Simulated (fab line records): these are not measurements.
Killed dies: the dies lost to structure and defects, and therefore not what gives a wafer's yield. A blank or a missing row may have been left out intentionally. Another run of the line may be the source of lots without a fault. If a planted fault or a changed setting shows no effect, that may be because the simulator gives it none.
Struck lot and sound lot, side by side -- flow nand_harc -- 15 out of 1302 route steps
Sound: these wafers, L518.2, L518.4, L518.6. Struck: wafer L527.3 (L527.1, L527.6, from the same lot, were not struck and are left out); the cause is given at the end.
Order at every step that has rows: each side's tool, ch and its chambers, its first start. Under that, the readings that differ: sound wafers -- struck wafers -- difference of the means -- sigmas: that difference in standard deviations of wafers without a fault.
alike: readings whose means differ by less than 2 such deviations, and words and numbers that are the same on both sides. not compared: withheld readings, readings that some wafer has no value for, bounds like >300 that may hide the same value, and numbers for which the record gives no deviation and whose values overlap.
Wherever a step has rows on one side only, a row that says differs or no value, or a row with sigmas, the two part there. When numbers do not overlap yet have no deviation, they are printed without sigmas and do not part them. A reading missing from all wafers of one side parts the sides only when that side holds two or more wafers.

first, 1 step without rows for these wafers: NHARC_P_GATE_DESCUM_31 (chemistry O2, time 3 s).
NHARC_P_GATE_ETCH_104: etches the open film in CF4/CHF3, target depth 60 nm.
  sound on rie_diel-02 ch 1,3, day 6 12:41; struck on rie_diel-07 ch 1, day 10 01:01
reading,sound,struck,difference,sigmas
rf_vpp_V (V),367.4 367.0 368.5,373.2,+5.6,+2
showerhead_plenum_p_Torr (Torr),1.49 1.49 1.51,1.69,+0.19,+3
  alike: chamber_pressure_mTorr, drypump_motor_current_A, oes_product_au, throttle_valve_pct
NHARC_P_GATE_HM_OPEN_105: chemistry O2/COS, target depth 360 nm.
  sound on rie_diel-02 ch 2,3; struck on rie_diel-07 ch 0
reading,sound,struck,difference,sigmas
drypump_motor_current_A (A),5.9 5.8 6.2,4.9,-1.1,-2
  alike: chamber_pressure_mTorr, oes_product_au, rf_vpp_V, showerhead_plenum_p_Torr, throttle_valve_pct
  not compared: rf_hours_counter_h
then, 2 steps without rows for these wafers: NHARC_P_GATE_STRIP_106 (strips in O2/COS); NHARC_P_GATE_ETCH_114 (etches the open film in CF4/O2, target depth 30 nm, overetch 3 nm, time 16.5 s).
NHARC_P_GATE_ETCH_32: etches the open film in HBr/Cl2, target depth 150 nm, time 100.1 s.
  sound on rie_si-06 ch 1,2, day 6 13:07; struck on rie_si-06 ch 1, day 10 01:23
reading,sound,struck,difference,sigmas
throttle_valve_pct (%),26.383 26.385 26.401,26.410,+0.020,+2
  alike: chamber_pressure_mTorr, drypump_motor_current_A, hbr_flow_sccm, oes_product_au
  not compared: rf_hours_counter_h
then, 1 step without rows for these wafers: NHARC_P_GATE_STRIP_108 (strips in O2).
NHARC_P_GATE_CD_MEAS_33:
  struck on cd_sem-03, day 10 01:43; sound on cd_sem-02, day 6 13:26
  alike: cd_nm
then, 3 steps without rows for these wafers: NHARC_P_GATE_STRIP_35 (strips in SPM, time 600 s); NHARC_P_GATE_PRECLEAN_73 (cleans in SC1); NHARC_P_GATE_SRD_74.
NHARC_P_GATE_ALD_36: deposits SiNx, target thk 20 nm, pulse time 60 s, ald cycles 223.
  sound on ald_sin-04 ch 1,2, day 6 13:54; struck on ald_sin-04 ch 0, day 10 04:18
  alike: heater_power_w, precursor_pulse_height_rel
  not compared: since_wet_clean_h
NHARC_P_GATE_ETCHBACK_37: etches the open film in CHF3/O2, target depth 34.5 nm, time 17.2 s.
  sound on rie_diel-03 ch 0,2,3, day 6 23:23; struck on rie_diel-03 ch 0, day 10 11:43
reading,sound,struck,difference,sigmas
o2_flow_sccm (sccm),9.98 10.02 10.03,4.95,-5.06,-99 or more
throttle_valve_pct (%),20.565 20.566 20.593,20.396,-0.179,-18
  alike: chamber_pressure_mTorr, drypump_motor_current_A, oes_product_au, rf_vpp_V, showerhead_plenum_p_Torr
  not compared: rf_hours_counter_h
NHARC_P_GATE_STRIP_101: strips in O2, time 20 s.
  sound on rie_diel-03 ch 0,2,3, day 6 23:29; struck on rie_diel-03 ch 0, day 10 11:49
  alike: chamber_pressure_mTorr, drypump_motor_current_A, oes_product_au, rf_vpp_V, showerhead_plenum_p_Torr, throttle_valve_pct
  not compared: rf_hours_counter_h
-- break in the record here, with 19 days between the starts of the struck wafers on either side (left off in module P_GATE, picked up again in module END, where the first step shown is number 1302 on the route) --
NHARC_END_SORT_01:
  the record has rows for the struck wafers here (prober-01 ch 0, day 29 08:11) and none for the sound ones

## WHERE THEY PART
Earliest at NHARC_P_GATE_ETCH_104; latest, in this record, at NHARC_END_SORT_01.

WHY: what had been put in by the simulator
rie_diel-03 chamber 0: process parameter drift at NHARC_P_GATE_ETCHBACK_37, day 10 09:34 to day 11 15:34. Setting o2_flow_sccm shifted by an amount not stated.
